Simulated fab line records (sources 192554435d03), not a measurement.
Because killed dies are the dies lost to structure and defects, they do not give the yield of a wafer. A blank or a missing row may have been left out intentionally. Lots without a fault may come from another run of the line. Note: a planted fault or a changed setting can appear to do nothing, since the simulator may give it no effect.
Split-lot experiment :: flow n5-finfet :: 7 lots, 21 wafers read, on a route of 1938 steps

## ON THE SPLIT
At N5_BEOL_M4_ILD_DEP_00 (deposits SiOC from DEMS/O2, target thk 79 nm, time 15.3 s), the setting time-s was moved away from the recipe's 15.3 s on 5 of the 21 wafers read, by -13.7% to +13.1%. For the rest of the wafers, this setting stayed at what the recipe calls for.

The file shows no step between the split and the reading.

## THE READING
M4_ILD_THK, in nm, at N5_BEOL_M4_THK_MEAS_01. A value of 79.0 nm with a standard deviation of 0.93 nm is what fault-free wafers of this fab line usually give.

wafer: L074.2
tool, chamber at the split: pecvd-04, 1
time-s as run, s: 15.3
against the recipe: recipe
M4_ILD_THK, nm: 79.1
against lot-mates on the recipe: -

wafer: L074.3
tool, chamber at the split: pecvd-04, 1
time-s as run, s: 15.3
against the recipe: recipe
M4_ILD_THK, nm: 80.4
against lot-mates on the recipe: -

wafer: L074.6
tool, chamber at the split: pecvd-04, 1
time-s as run, s: 13.2
against the recipe: -13.7%
M4_ILD_THK, nm: 70.8
against lot-mates on the recipe: -9.0

wafer: L081.3
tool, chamber at the split: pecvd-03, 0
time-s as run, s: 17.31
against the recipe: +13.1%
M4_ILD_THK, nm: 88.0
against lot-mates on the recipe: +9.1

wafer: L081.4
tool, chamber at the split: pecvd-03, 0
time-s as run, s: 15.3
against the recipe: recipe
M4_ILD_THK, nm: 78.6
against lot-mates on the recipe: -

wafer: L081.6
tool, chamber at the split: pecvd-03, 1
time-s as run, s: 15.3
against the recipe: recipe
M4_ILD_THK, nm: 79.2
against lot-mates on the recipe: -

wafer: L084.1
tool, chamber at the split: pecvd-04, 1
time-s as run, s: 15.3
against the recipe: recipe
M4_ILD_THK, nm: 79.1
against lot-mates on the recipe: -

wafer: L084.3
tool, chamber at the split: pecvd-04, 2
time-s as run, s: 15.3
against the recipe: recipe
M4_ILD_THK, nm: 77.7
against lot-mates on the recipe: -

wafer: L084.4
tool, chamber at the split: pecvd-04, 2
time-s as run, s: 13.64
against the recipe: -10.8%
M4_ILD_THK, nm: 71.5
against lot-mates on the recipe: -6.9

wafer: L087.1
tool, chamber at the split: pecvd-01, 1
time-s as run, s: 15.3
against the recipe: recipe
M4_ILD_THK, nm: 77.5
against lot-mates on the recipe: -

wafer: L087.2
tool, chamber at the split: pecvd-01, 0
time-s as run, s: 15.3
against the recipe: recipe
M4_ILD_THK, nm: 78.6
against lot-mates on the recipe: -

wafer: L087.5
tool, chamber at the split: pecvd-01, 2
time-s as run, s: 15.3
against the recipe: recipe
M4_ILD_THK, nm: 79.1
against lot-mates on the recipe: -

wafer: L090.2
tool, chamber at the split: pecvd-01, 2
time-s as run, s: 15.3
against the recipe: recipe
M4_ILD_THK, nm: 78.5
against lot-mates on the recipe: -

wafer: L090.5
tool, chamber at the split: pecvd-01, 0
time-s as run, s: 15.3
against the recipe: recipe
M4_ILD_THK, nm: 80.2
against lot-mates on the recipe: -

wafer: L090.6
tool, chamber at the split: pecvd-01, 2
time-s as run, s: 15.3
against the recipe: recipe
M4_ILD_THK, nm: 79.3
against lot-mates on the recipe: -

wafer: L091.1
tool, chamber at the split: pecvd-01, 0
time-s as run, s: 15.3
against the recipe: recipe
M4_ILD_THK, nm: 79.2
against lot-mates on the recipe: -

wafer: L091.3
tool, chamber at the split: pecvd-01, 1
time-s as run, s: 14.05
against the recipe: -8.2%
M4_ILD_THK, nm: 71.9
against lot-mates on the recipe: -7.3

wafer: L091.6
tool, chamber at the split: pecvd-01, 1
time-s as run, s: 14.05
against the recipe: -8.2%
M4_ILD_THK, nm: 74.2
against lot-mates on the recipe: -5.0

wafer: L093.2
tool, chamber at the split: pecvd-04, 2
time-s as run, s: 15.3
against the recipe: recipe
M4_ILD_THK, nm: 78.8
against lot-mates on the recipe: -

wafer: L093.3
tool, chamber at the split: pecvd-04, 0
time-s as run, s: 15.3
against the recipe: recipe
M4_ILD_THK, nm: 78.6
against lot-mates on the recipe: -

wafer: L093.4
tool, chamber at the split: pecvd-04, 2
time-s as run, s: 15.3
against the recipe: recipe
M4_ILD_THK, nm: 80.4
against lot-mates on the recipe: -

THE FIT
A straight line over all 21 wafers: M4_ILD_THK changes by +0.669 nm for each +1% of time-s; r = +0.97; the points scatter about the line by 0.87 nm.
The same after taking each lot's own level away (the mean of its wafers on the recipe; 21 wafers): +0.682 nm for each +1%; r = +0.98; scatter 0.74 nm.
According to that fit, moving time-s by its largest amount changes the reading by 9.4 nm.
The lots' own levels span 78.40 to 79.75 nm, that is 1.5 times the standard deviation above.
Hence the lot-to-lot level has little effect on the slope; both slopes agree.
Check: for one of the wafers moved furthest among these (-13.7%), held out of the fit, the line's prediction against its lot-mates is -9.56 nm. It came out at -8.95 nm against them.

## FURTHER SPLITS ON THESE WAFERS
Other splits were also applied to these wafers ahead of the reading. Each is held against what the fit with the lots' levels taken away leaves over:
other split on the same wafers: N5_BEOL_M3_COAT_76 spin-rpm
wafers away from the commonest value: 8
r with M4_ILD_THK (lot level and that fit taken away): -0.15

## THE WHOLE CHAIN: every reading that the file lists as answering this split, in the file's order
step: N5_BEOL_M4_ILD_DEP_00
what it does: deposits SiOC from DEMS/O2, target thk 79 nm, time 15.3 s
reading: SiOC_of_BEOL_M4_ILD_DEP_00.thk-nm (the simulator's own value, which no gauge read)
change (the file's fit): +0.674 nm for each +1% of the setting
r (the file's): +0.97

step: N5_BEOL_M4_THK_MEAS_01
what it does: 
reading: M4_ILD_THK
change (the file's fit): +0.671 for each +1% of the setting
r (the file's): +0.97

## FILE'S OWN FIT
M4_ILD_THK changes by +0.671 nm for each +1% of time-s, r = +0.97.
